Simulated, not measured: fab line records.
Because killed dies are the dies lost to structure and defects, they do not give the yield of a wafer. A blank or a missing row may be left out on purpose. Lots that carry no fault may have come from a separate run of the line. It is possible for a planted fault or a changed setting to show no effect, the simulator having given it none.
What tool caused it?	flow n5_finfet	24 lots, 72 wafers sampled, at 6 steps of a route of 1938

== WHAT EACH GAUGE READ, for each wafer ==
N5_BEOL_M7_CD_MEAS_35: the cd target is 40 nm.
lot	measured	on	cd_nm (nm)
L074	day 9 09:23	cd_sem-01	40.3 39.9 39.9
L075	day 9 09:47	cd_sem-02	40.5 39.6 39.5
L076	day 9 19:02	cd_sem-01	40.3 40.5 40.4
L077	day 10 02:23	cd_sem-01	39.9 40.1 40.2
L078	day 10 08:13	cd_sem-03	39.1 39.6 39.1
L080	day 10 18:06	cd_sem-01	40.6 40.3 39.3
L079	day 11 01:54	cd_sem-03	39.5 39.6 39.7
L081	day 11 02:29	cd_sem-02	40.3 41.5 40.1
L083	day 11 07:53	cd_sem-02	40.7 39.1 39.8
L082	day 11 19:13	cd_sem-02	39.6 38.6 39.7
L084	day 12 02:19	cd_sem-01	40.2 40.5 40.5
L085	day 12 10:37	cd_sem-01	39.7 40.0 39.4
L086	day 12 14:24	cd_sem-03	40.5 40.1 40.0
L087	day 12 19:53	cd_sem-02	40.2 39.5 40.1
L088	day 12 22:20	cd_sem-02	40.7 39.6 40.6
L089	day 13 00:32	cd_sem-03	40.5 40.4 40.1
L090	day 13 06:55	cd_sem-01	40.3 39.1 39.4
L091	day 13 08:59	cd_sem-01	39.8 40.4 40.4
L092	day 13 22:18	cd_sem-02	40.8 40.2 41.2
L094	day 14 01:43	cd_sem-03	38.9 40.0 40.2
L093	day 14 09:10	cd_sem-03	40.8 40.0 40.3
L095	day 14 20:13	cd_sem-03	40.6 40.8 40.9
L096	day 14 23:23	cd_sem-02	40.1 40.6 40.7
L097	day 15 10:50	cd_sem-03	39.4 40.5 39.7

N5_BEOL_M9_OVL_MEAS_12.
lot	measured	on	M9_OVL (nm)
L074	day 10 03:05	overlay-02	-0.7 -0.2 -0.7
L075	day 10 01:05	overlay-01	-1.1 -0.8 0.2
L076	day 10 13:22	overlay-02	0.2 -0.2 -1.0
L077	day 10 20:41	overlay-01	-1.1 0.0 -0.8
L078	day 11 01:31	overlay-01	-0.4 -0.4 -1.2
L080	day 11 13:31	overlay-01	0.4 0.2 -0.5
L079	day 11 19:14	overlay-02	-0.7 -1.0 -0.2
L081	day 11 22:50	overlay-02	0.3 -0.1 -1.7
L083	day 12 02:34	overlay-01	0.9 0.2 -0.3
L082	day 12 11:10	overlay-01	-0.8 -0.6 -0.4
L084	day 12 19:44	overlay-01	0.6 0.1 -0.5
L085	day 13 02:21	overlay-01	-0.2 -0.5 -0.4
L086	day 13 03:04	overlay-01	-1.3 -1.2 -2.2
L087	day 13 14:46	overlay-02	-0.4 -1.5 -1.1
L088	day 13 15:04	overlay-02	-1.7 -0.8 -1.7
L089	day 13 15:38	overlay-02	-1.6 -0.3 -0.6
L090	day 13 22:37	overlay-02	1.2 1.7 0.9
L091	day 13 23:02	overlay-01	-0.6 -0.3 0.6
L092	day 14 14:17	overlay-01	-0.2 -1.0 -0.3
L094	day 14 14:41	overlay-02	-1.1 -1.4 -1.7
L093	day 14 21:16	overlay-02	-1.2 -0.7 -1.0
L095	day 15 10:49	overlay-01	-0.2 -0.2 -0.7
L096	day 15 14:31	overlay-02	-0.2 -1.0 -1.1
L097	day 16 02:54	overlay-01	-1.6 -1.5 -1.7

== TOOL THAT RAN EACH LOT (tool first, then ch and the chambers of the sampled wafers, then the start) ==
lot	N5_BEOL_M7_STRIP_36	N5_BEOL_M7_ALD_77	N5_BEOL_M8_HM_DEP_02	N5_BEOL_M9_ILD_DEP_00
L074	rie_diel-04 ch 1,2, day 9 08:56	ald_metal-01 ch 0,1,2, day 9 09:51	pvd_sputter-02, day 9 15:06	pecvd-01 ch 0,1, day 10 00:22
L075	rie_diel-04 ch 0,2, day 9 09:26	ald_metal-01 ch 0,2,3, day 9 10:19	pvd_sputter-03, day 9 15:31	pecvd-03 ch 0,1, day 9 23:51
L076	rie_diel-06 ch 0,1,2, day 9 18:41	ald_metal-04 ch 0,2, day 9 19:32	pvd_sputter-03, day 10 02:43	pecvd-03 ch 0,1, day 10 11:47
L077	rie_diel-01 ch 0,2,3, day 10 02:01	ald_metal-03 ch 0,1,3, day 10 02:58	pvd_sputter-01, day 10 09:38	pecvd-03 ch 0,1,2, day 10 19:27
L078	rie_diel-06 ch 1,2,3, day 10 07:52	ald_metal-01 ch 0,1,2, day 10 09:16	pvd_sputter-02, day 10 15:32	pecvd-03 ch 0,1, day 11 00:08
L080	rie_diel-06 ch 2,3, day 10 17:45	ald_metal-03 ch 2,3, day 10 18:43	pvd_sputter-02, day 11 02:54	pecvd-01 ch 1,2, day 11 09:10
L079	rie_diel-06 ch 0,1,2, day 11 01:33	ald_metal-01 ch 1,2,3, day 11 02:28	pvd_sputter-03, day 11 07:13	pecvd-04 ch 0,2, day 11 15:07
L081	rie_diel-01 ch 1,2,3, day 11 02:08	ald_metal-04 ch 0,1,3, day 11 03:10	pvd_sputter-03, day 11 07:30	pecvd-01 ch 0,2, day 11 19:56
L083	rie_diel-01 ch 0,1,3, day 11 07:32	ald_metal-01 ch 1,2,3, day 11 08:27	pvd_sputter-01, day 11 13:19	pecvd-03 ch 0,1,2, day 11 23:01
L082	rie_diel-04 ch 0,2, day 11 18:52	ald_metal-04 ch 1,3, day 11 19:54	pvd_sputter-02, day 12 01:24	pecvd-03 ch 1,2, day 12 09:28
L084	rie_diel-06 ch 1,2,3, day 12 01:58	ald_metal-04 ch 0,1,3, day 12 02:50	pvd_sputter-01, day 12 09:36	pecvd-04 ch 0,2, day 12 15:37
L085	rie_diel-06 ch 0,2, day 12 10:16	ald_metal-01 ch 1,3, day 12 12:08	pvd_sputter-01, day 12 16:39	pecvd-03 ch 0,1,2, day 12 23:43
L086	rie_diel-06 ch 0,3, day 12 14:03	ald_metal-03 ch 0,1,2, day 12 15:08	pvd_sputter-01, day 12 19:40	pecvd-01 ch 0,1,2, day 13 01:04
L087	rie_diel-06 ch 0,2,3, day 12 19:32	ald_metal-04 ch 0,2, day 12 20:25	pvd_sputter-02, day 13 01:44	pecvd-01 ch 1,2, day 13 10:19
L088	rie_diel-01 ch 0,2,3, day 12 21:59	ald_metal-03 ch 1,2, day 12 22:53	pvd_sputter-02, day 13 02:13	pecvd-03 ch 0,1,2, day 13 10:52
L089	rie_diel-01 ch 0,1,3, day 13 00:11	ald_metal-01 ch 2,3, day 13 02:08	pvd_sputter-02, day 13 05:55	pecvd-03 ch 0,1,2, day 13 13:34
L090	rie_diel-06 ch 0,1,3, day 13 06:34	ald_metal-04 ch 1,2,3, day 13 08:58	pvd_sputter-03, day 13 14:38	pecvd-01 ch 0,1,2, day 13 20:48
L091	rie_diel-04 ch 0,2,3, day 13 08:38	ald_metal-03 ch 0,1,2, day 13 09:34	pvd_sputter-03, day 13 14:52	pecvd-03 ch 0,1,2, day 13 21:46
L092	rie_diel-01 ch 1,2,3, day 13 21:57	ald_metal-03 ch 0,2,3, day 13 22:47	pvd_sputter-03, day 14 04:20	pecvd-03 ch 1,2, day 14 11:14
L094	rie_diel-06 ch 1,2,3, day 14 01:22	ald_metal-04 ch 2,3, day 14 02:35	pvd_sputter-03, day 14 07:44	pecvd-03 ch 1,2, day 14 12:46
L093	rie_diel-04 ch 1,2,3, day 14 08:49	ald_metal-01 ch 2,3, day 14 10:13	pvd_sputter-03, day 14 13:50	pecvd-01 ch 0,1, day 14 20:02
L095	rie_diel-01 ch 0,2,3, day 14 19:52	ald_metal-01 ch 0,2,3, day 14 21:16	pvd_sputter-02, day 15 01:53	pecvd-03 ch 0,1,2, day 15 07:39
L096	rie_diel-01 ch 0,1,3, day 14 23:02	ald_metal-03 ch 0,1, day 15 00:42	pvd_sputter-03, day 15 05:20	pecvd-04 ch 0,2, day 15 13:23
L097	rie_diel-01 ch 0,1,2, day 15 10:29	ald_metal-03 ch 0,2, day 15 11:34	pvd_sputter-02, day 15 18:29	pecvd-01 ch 0,2, day 16 01:18
- N5_BEOL_M7_STRIP_36: strips in N2/H2.
- N5_BEOL_M7_ALD_77: deposits TaN, target thk 2 nm, pulse time 2 s, purge time 3 s.
- N5_BEOL_M8_HM_DEP_02: deposits TiN, target thk 20 nm.
- N5_BEOL_M9_ILD_DEP_00: deposits SiCOH lowk from DEMS/porogen, target thk 308.51 nm, time 58 s.

== AS READ BY THE TOOLS THEMSELVES (means over the sampled wafers that have a number; for cases with no such wafer, the mark the record gives instead) ==
N5_BEOL_M7_STRIP_36.
lot	tool	drypump_motor_current_A (A)	oes_product_au (a.u.)	rf_vpp_V (V)	showerhead_plenum_p_Torr (Torr)	throttle_valve_pct (%)
L074	rie_diel-04	5.6	0.74	58.4	2.60	24.06
L075	rie_diel-04	5.7	0.81	59.4	2.58	23.36
L076	rie_diel-06	5.3	0.80	60.6	2.56	23.65
L077	rie_diel-01	5.7	0.72	60.1	2.51	23.76
L078	rie_diel-06	5.5	0.78	59.9	2.52	23.63
L080	rie_diel-06	5.3	0.83	59.2	2.63	23.52
L079	rie_diel-06	5.3	0.79	58.8	2.56	23.67
L081	rie_diel-01	5.8	0.73	59.7	2.55	23.75
L083	rie_diel-01	6.2	0.71	59.3	2.47	23.88
L082	rie_diel-04	5.7	0.78	58.8	2.57	23.38
L084	rie_diel-06	5.5	0.86	59.5	2.51	23.53
L085	rie_diel-06	5.1	0.82	59.1	2.67	23.54
L086	rie_diel-06	6.0	0.86	58.1	2.52	23.53
L087	rie_diel-06	5.5	0.83	60.1	2.59	23.54
L088	rie_diel-01	5.7	0.81	58.0	2.50	23.67
L089	rie_diel-01	6.2	0.80	58.5	2.47	23.75
L090	rie_diel-06	5.8	0.80	60.4	2.48	23.70
L091	rie_diel-04	5.8	0.82	59.1	2.58	23.34
L092	rie_diel-01	5.8	0.81	60.8	2.55	23.63
L094	rie_diel-06	5.5	0.83	60.4	2.51	23.56
L093	rie_diel-04	5.8	0.88	59.3	2.58	23.61
L095	rie_diel-01	5.8	0.79	59.6	2.50	23.70
L096	rie_diel-01	6.2	0.77	59.0	2.47	23.78
L097	rie_diel-01	5.9	0.71	57.9	2.51	23.84

N5_BEOL_M7_ALD_77.
lot	tool	heater_power_w (W)
L074	ald_metal-01	405
L075	ald_metal-01	410
L076	ald_metal-04	372
L077	ald_metal-03	432
L078	ald_metal-01	408
L080	ald_metal-03	471
L079	ald_metal-01	381
L081	ald_metal-04	366
L083	ald_metal-01	387
L082	ald_metal-04	355
L084	ald_metal-04	362
L085	ald_metal-01	371
L086	ald_metal-03	397
L087	ald_metal-04	371
L088	ald_metal-03	405
L089	ald_metal-01	409
L090	ald_metal-04	363
L091	ald_metal-03	397
L092	ald_metal-03	446
L094	ald_metal-04	350
L093	ald_metal-01	410
L095	ald_metal-01	403
L096	ald_metal-03	372
L097	ald_metal-03	403

N5_BEOL_M8_HM_DEP_02.
lot	tool	throttle_valve_pct (%)
L074	pvd_sputter-02	30.3
L075	pvd_sputter-03	28.4
L076	pvd_sputter-03	29.1
L077	pvd_sputter-01	30.0
L078	pvd_sputter-02	30.1
L080	pvd_sputter-02	30.7
L079	pvd_sputter-03	29.6
L081	pvd_sputter-03	30.3
L083	pvd_sputter-01	28.5
L082	pvd_sputter-02	30.1
L084	pvd_sputter-01	29.9
L085	pvd_sputter-01	30.5
L086	pvd_sputter-01	30.3
L087	pvd_sputter-02	29.2
L088	pvd_sputter-02	29.3
L089	pvd_sputter-02	30.7
L090	pvd_sputter-03	29.4
L091	pvd_sputter-03	29.8
L092	pvd_sputter-03	29.8
L094	pvd_sputter-03	30.0
L093	pvd_sputter-03	30.2
L095	pvd_sputter-02	29.6
L096	pvd_sputter-03	30.0
L097	pvd_sputter-02	30.3

N5_BEOL_M9_ILD_DEP_00.
lot	tool	heater_power_w (W)	showerhead_plenum_p_Torr (Torr)	throttle_valve_pct (%)
L074	pecvd-01	324	5.720	12.9
L075	pecvd-03	255	5.755	13.8
L076	pecvd-03	297	5.762	13.7
L077	pecvd-03	287	5.751	13.8
L078	pecvd-03	309	5.763	14.3
L080	pecvd-01	326	5.726	13.0
L079	pecvd-04	310	5.736	12.9
L081	pecvd-01	336	5.731	12.7
L083	pecvd-03	265	5.748	14.1
L082	pecvd-03	249	5.725	13.3
L084	pecvd-04	292	5.735	13.1
L085	pecvd-03	276	5.743	13.9
L086	pecvd-01	350	5.716	13.0
L087	pecvd-01	343	5.725	13.3
L088	pecvd-03	291	5.742	13.9
L089	pecvd-03	282	5.742	14.1
L090	pecvd-01	322	5.725	13.0
L091	pecvd-03	274	5.750	14.0
L092	pecvd-03	266	5.733	13.2
L094	pecvd-03	246	5.752	13.3
L093	pecvd-01	373	5.723	13.2
L095	pecvd-03	276	5.746	13.9
L096	pecvd-04	285	5.734	13.0
L097	pecvd-01	335	5.730	12.8

== THE ANSWER, worked out from the rows above alone ==
Rule: the usual values come from the lots themselves. Put in order of their means at a reading, lots are off if they are a third of the lots or fewer, leave a main group of 4 or more, and stand apart from it by a gap of 3 or more times the standard deviation of the main group's means; of several such gaps the widest counts. If all means in a main group match to the digits the tables above print for the reading, that group is not used. Also off: a lot with no number at a reading for which 4 or more lots have one. Where the step has rows for the other lots, those lots are counted as sound. After the gauges, taken in route order, come the tools' own readings; for these a lot's mean is taken, as printed above. The first step at which some lot is off is used, and at that step the reading that is off furthest; a lot without a number counts as furthest.
None of the lots is off at any reading shown; this tells nothing.

== WHAT THE SIMULATOR HAD PUT IN ==
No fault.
